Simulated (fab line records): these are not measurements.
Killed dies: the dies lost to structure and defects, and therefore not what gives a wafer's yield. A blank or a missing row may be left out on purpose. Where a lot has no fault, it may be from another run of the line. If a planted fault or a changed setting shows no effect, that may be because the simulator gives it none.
Check of tool commonality -- flow nand_harc -- 12 lots, 36 wafers sampled

== THE REASON FOR OPENING IT ==
At NHARC_P_ZERO_WELL_INSPECT_43 the reading raw_defect_count is flagged on 2 of 12 lots. Wafers without a fault read 13, standard deviation 6.
Rule: a lot gets a flag if all its wafers with a number sit over 4 standard deviations from that mean, or if no wafer of it has a number. As for the other lots, they are considered sound.

lot,measured,on,"raw_defect_count, wafer by wafer",flag
L271,day 1 20:09,defect_inspect-02,15 20 13,
L272,day 2 01:47,defect_inspect-02,10 9 11,
L273,day 2 07:30,defect_inspect-02,2 17 9,
L274,day 2 13:35,defect_inspect-01,27 7 13,
L275,day 2 19:11,defect_inspect-02,22 28 19,
L276,day 3 01:43,defect_inspect-02,11 3 9,
L277,day 3 07:26,defect_inspect-02,10 5 12,
L279,day 3 20:21,defect_inspect-01,8 19 15,
L287,day 5 19:38,defect_inspect-01,646 631 619,FLAGGED
L288,day 6 01:25,defect_inspect-01,644 629 647,FLAGGED
L289,day 6 07:26,defect_inspect-02,22 16 13,
L293,day 7 07:39,defect_inspect-02,15 4 7,
The numbers of the flagged lots are 636 on average: +623 against the usual, or +99 or more standard deviations.

== LOT BY LOT: THE TOOL USED ==
2 process steps preceding the reading are held in the record, out of 1159 steps in the route. In each cell: the tool, then ch and the chambers that the sampled wafers went through, then the start.
lot,flag,NHARC_P_ZERO_WELL_STRIP_56,NHARC_P_ZERO_WELL_RTA_42
L271,,"wet_bench-01 ch 1,3,4, day 1 18:23","rtp_anneal-01 ch 0, day 1 18:49"
L272,,"wet_bench-01 ch 2,3,6, day 2 00:40","rtp_anneal-01 ch 0, day 2 01:07"
L273,,"wet_bench-01 ch 0,2,3, day 2 06:22","rtp_anneal-01 ch 0, day 2 06:55"
L274,,"wet_bench-05 ch 3,4,6, day 2 12:29","rtp_anneal-01 ch 0, day 2 13:01"
L275,,"wet_bench-02 ch 0,4,7, day 2 18:04","rtp_anneal-02 ch 0, day 2 18:29"
L276,,"wet_bench-01 ch 0,6,7, day 3 00:35","rtp_anneal-02 ch 0, day 3 01:08"
L277,,"wet_bench-05 ch 1,5,6, day 3 06:19","rtp_anneal-02 ch 0, day 3 06:52"
L279,,"wet_bench-01 ch 0,2,3, day 3 18:37","rtp_anneal-02 ch 0, day 3 19:15"
L287,FLAGGED,"wet_bench-05 ch 2,4,7, day 5 18:31","rtp_anneal-01 ch 0, day 5 18:58"
L288,FLAGGED,"wet_bench-05 ch 0,4,5, day 6 00:19","rtp_anneal-01 ch 0, day 6 00:44"
L289,,"wet_bench-01 ch 3,5,6, day 6 06:20","rtp_anneal-02 ch 0, day 6 06:46"
L293,,"wet_bench-01 ch 2,4,7, day 7 06:32","rtp_anneal-02 ch 0, day 7 06:59"
What the steps here do:
- NHARC_P_ZERO_WELL_STRIP_56: strips in SPM, time 840 s.
- NHARC_P_ZERO_WELL_RTA_42: time 300 s.
- NHARC_P_ZERO_WELL_INSPECT_43

== FLAGGED AGAINST TOTAL, ONE TOOL AT A TIME (gauges that did the reading follow at the end) ==
step,tool,lots run,flagged,share of the flagged lots,sound lots run after its first flagged lot
NHARC_P_ZERO_WELL_STRIP_56,wet_bench-01,7,0,none,-
NHARC_P_ZERO_WELL_STRIP_56,wet_bench-02,1,0,none,-
NHARC_P_ZERO_WELL_STRIP_56,wet_bench-05,4,2,all,0
NHARC_P_ZERO_WELL_RTA_42,rtp_anneal-01,6,2,all,0
NHARC_P_ZERO_WELL_RTA_42,rtp_anneal-02,6,0,none,-
NHARC_P_ZERO_WELL_INSPECT_43,defect_inspect-01,4,2,all,0
NHARC_P_ZERO_WELL_INSPECT_43,defect_inspect-02,8,0,none,-

== THE TABLE: WHAT IT ALLOWS ==
Every flagged lot was run by 3 rows of the table: wet_bench-05 at NHARC_P_ZERO_WELL_STRIP_56, rtp_anneal-01 at NHARC_P_ZERO_WELL_RTA_42 and defect_inspect-01 at NHARC_P_ZERO_WELL_INSPECT_43.
- wet_bench-05 at NHARC_P_ZERO_WELL_STRIP_56 ran 4 lots, 2 of them flagged. Last sound lot L277 at day 3 06:19, first flagged lot L287 at day 5 18:31; a fault beginning in between fits.
- rtp_anneal-01 at NHARC_P_ZERO_WELL_RTA_42 ran 6 lots, 2 of them flagged. Last sound lot L274 at day 2 13:01, first flagged lot L287 at day 5 18:58; a fault beginning in between fits.
- defect_inspect-01 at NHARC_P_ZERO_WELL_INSPECT_43 ran 4 lots, 2 of them flagged. Last sound lot L279 at day 3 20:21, first flagged lot L287 at day 5 19:38; a fault beginning in between fits.
These 3 tools cannot be told apart by counting lots, since each of them fits a fault that started at some hour. More lots, or a look at what each step does to the wafer, might.

== WHAT HAD BEEN PUT IN BY THE SIMULATOR ==
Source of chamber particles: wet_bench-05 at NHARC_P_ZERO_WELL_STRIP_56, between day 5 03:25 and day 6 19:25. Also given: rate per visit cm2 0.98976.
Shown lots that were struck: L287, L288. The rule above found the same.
